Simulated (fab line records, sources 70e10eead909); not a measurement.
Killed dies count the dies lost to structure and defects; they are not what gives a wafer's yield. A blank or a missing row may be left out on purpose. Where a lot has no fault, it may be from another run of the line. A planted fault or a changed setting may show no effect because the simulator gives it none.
Comparing a struck lot with a sound one + flow nand_harc + 14 steps out of a route of 1302
Sound: these wafers, L644.1, L644.5, L644.6. Wafers L655.3, L655.4, L655.6 were the ones struck. The cause is named last.
Each step with rows lists, per side, the tool, then ch with its chambers, then its first start. Under that, the readings that differ: sound wafers + struck wafers + difference of the means + sigmas: that difference in standard deviations of wafers without a fault.
alike: a reading whose means differ by less than 2 such deviations, as well as words and numbers matching on both sides. not compared: withheld readings; readings where some wafer has no value; bounds like >300 that might hide an equal value; numbers whose values overlap and for which the record gives no deviation.
Wherever a step has rows on one side only, a row that says differs or no value, or a row with sigmas, the two part there. Numbers that don't overlap but have no deviation are shown without sigmas and don't part them. A reading missing from all wafers of one side parts the sides only when that side holds two or more wafers.

NHARC_A_M1_PRE_CLEAN_32: time 12 s.
  sound on pecvd-02 ch 0,1, day 23 10:52; struck on pecvd-01 ch 0,1, day 27 22:33
  alike: heater_power_w, susceptor_temp_C
NHARC_A_M1_DEP_33: deposits SiCN, target thk 30 nm.
  sound on pecvd-02 ch 0,1, day 23 11:01; struck on pecvd-01 ch 0,1, day 27 22:46
  alike: heater_power_w, susceptor_temp_C
NHARC_A_BONDPAD_DEP_00: deposits SiCN, target thk 250 nm.
  sound on pecvd-01 ch 0,1,2, day 23 11:31; struck on pecvd-01 ch 0,1, day 27 23:27
  alike: heater_power_w, susceptor_temp_C
NHARC_A_BONDPAD_CMP_29: polishes SiCN, target thk 200 nm.
  sound on cmp-04 ch 1,2, day 23 11:53; struck on cmp-02 ch 0,2, day 27 23:53
  alike: edge_zone_pressure_frac, motor_current_A
  not compared: pad_life_wafers
NHARC_A_BONDPAD_THK_MEAS_30: measures by ellipsometry.
  sound: film_metro-02 at day 23 12:08; struck: film_metro-01 at day 28 00:07
  alike: thk_nm
then, 7 steps without rows for these wafers: NHARC_A_BONDPAD_SRD_31; NHARC_A_BONDPAD_DEHYDRATE_01 (time 120 s); NHARC_A_BONDPAD_HMDS_02 (time 30 s); NHARC_A_BONDPAD_COAT_33 (time 65 s); NHARC_A_BONDPAD_COAT_03 (resist thk 600 nm); NHARC_A_BONDPAD_SOFTBAKE_04 (time 70 s); NHARC_A_BONDPAD_EBR_05.
NHARC_A_BONDPAD_EXPOSE_06: exposes mask A BPAD.
  sound on krf_scanner-03 ch 0, day 23 12:33; struck on krf_scanner-03, day 28 00:32
  no value came back on the struck wafers for exposure_dose_mJ_cm2, focus_offset_nm (nm); on the sound wafers exposure_dose_mJ_cm2 reads 37.47 37.46 37.49
  alike: mask
then, 1 step without rows for these wafers: NHARC_A_BONDPAD_PEB_07 (peb time 80 s).

== WHERE THEY PART ==
Only at NHARC_A_BONDPAD_EXPOSE_06, within this record.

WHY: the cause the simulator had injected
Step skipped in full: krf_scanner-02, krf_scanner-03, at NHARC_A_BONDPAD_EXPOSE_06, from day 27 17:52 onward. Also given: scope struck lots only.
